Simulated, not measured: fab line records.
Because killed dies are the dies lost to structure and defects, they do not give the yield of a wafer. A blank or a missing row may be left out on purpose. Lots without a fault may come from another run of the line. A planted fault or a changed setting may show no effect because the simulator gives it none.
3 desks, one fault + flow n5 finfet + each desk has only its own numbers; what lay behind them comes last

AT THE TOOL OWNER'S DESK: rie diel-04
The tool's own readings at N5_BEOL_M6_ETCH_62 (etches SOC in N2/H2, target depth 110 nm, overetch 22 nm, time 165 s): means of the sampled wafers that have a number, for each lot that ran on this tool. The brackets show how far a lot's mean lies from the usual mean; more than 4 standard deviations puts the lot out of limits, marked OUT.
Columns: A = bias w at N5_BEOL_M6_ETCH_62, usual 150.0 W; B = drypump motor current A at N5_BEOL_M6_ETCH_62, usual 5.6 A; C = h2 flow sccm at N5_BEOL_M6_ETCH_62, usual 200.0 sccm; D = oes product au at N5_BEOL_M6_ETCH_62, usual 0.65 a.u.; E = rf vpp V at N5_BEOL_M6_ETCH_62, usual 523.3 V; F = showerhead plenum p Torr at N5_BEOL_M6_ETCH_62, usual 2.52 Torr; G = throttle valve pct at N5_BEOL_M6_ETCH_62, usual 17.95 %
| lot  | first seen here | A     | B   | C     | D    | E     | F    | G     |
|------|-----------------|-------|-----|-------|------|-------|------|-------|
| L216 | day 10 03:23    | 150.3 | 5.6 | 199.7 | 0.65 | 525.4 | 2.62 | 18.02 |
| L222 | day 11 21:19    | 149.9 | 5.3 | 200.3 | 0.64 | 526.1 | 2.59 | 18.00 |
| L226 | day 12 08:58    | 149.8 | 5.5 | 199.8 | 0.60 | 523.9 | 2.54 | 18.17 |
Finding of this desk: none of the 3 lots has anything out of limits.

THE METROLOGY DESK
What the gauges read for every lot (on any tool): the sampled wafers with a number, averaged. The brackets show how far a lot's mean lies from the usual mean; more than 4 standard deviations puts the lot out of limits, marked OUT.
Columns: A = cd nm at N5_BEOL_M6_CD_MEAS_11, usual 38.2 nm; B = M6_OVL at N5_BEOL_M6_OVL_MEAS_12, usual -0.2 nm
| lot  | first seen here | A    | B    |
|------|-----------------|------|------|
| L212 | day 8 23:46     | 38.6 | 0.8  |
| L216 | day 10 03:13    | 38.5 | -0.1 |
| L222 | day 11 21:04    | 38.7 | -0.7 |
| L226 | day 12 08:43    | 37.9 | 0.3  |
| L230 | day 13 02:41    | 37.5 | 1.2  |
| L233 | day 14 12:55    | 37.7 | -0.4 |
Finding of this desk: none of the 6 lots has anything out of limits.

THE DEFECT DESK
What the inspections along the route counted, lot by lot: means of the sampled wafers that have a number. The brackets show how far a lot's mean lies from the usual mean; more than 4 standard deviations puts the lot out of limits, marked OUT.
Columns: A = raw defect count at N5_BEOL_M6_INSPECT_13, usual 410
| lot  | first seen here | A   |
|------|-----------------|-----|
| L212 | day 8 23:49     | 320 |
| L216 | day 10 03:16    | 369 |
| L222 | day 11 21:08    | 388 |
| L226 | day 12 08:47    | 370 |
| L230 | day 13 02:45    | 440 |
| L233 | day 14 12:59    | 313 |
Finding of this desk: none of the 6 lots has anything out of limits.

PUT TOGETHER
The tool owner's desk saw nothing out of limits.
Metrology desk: nothing out of limits seen.
The defect desk saw nothing out of limits.

WHAT THE SIMULATOR HAD INSERTED
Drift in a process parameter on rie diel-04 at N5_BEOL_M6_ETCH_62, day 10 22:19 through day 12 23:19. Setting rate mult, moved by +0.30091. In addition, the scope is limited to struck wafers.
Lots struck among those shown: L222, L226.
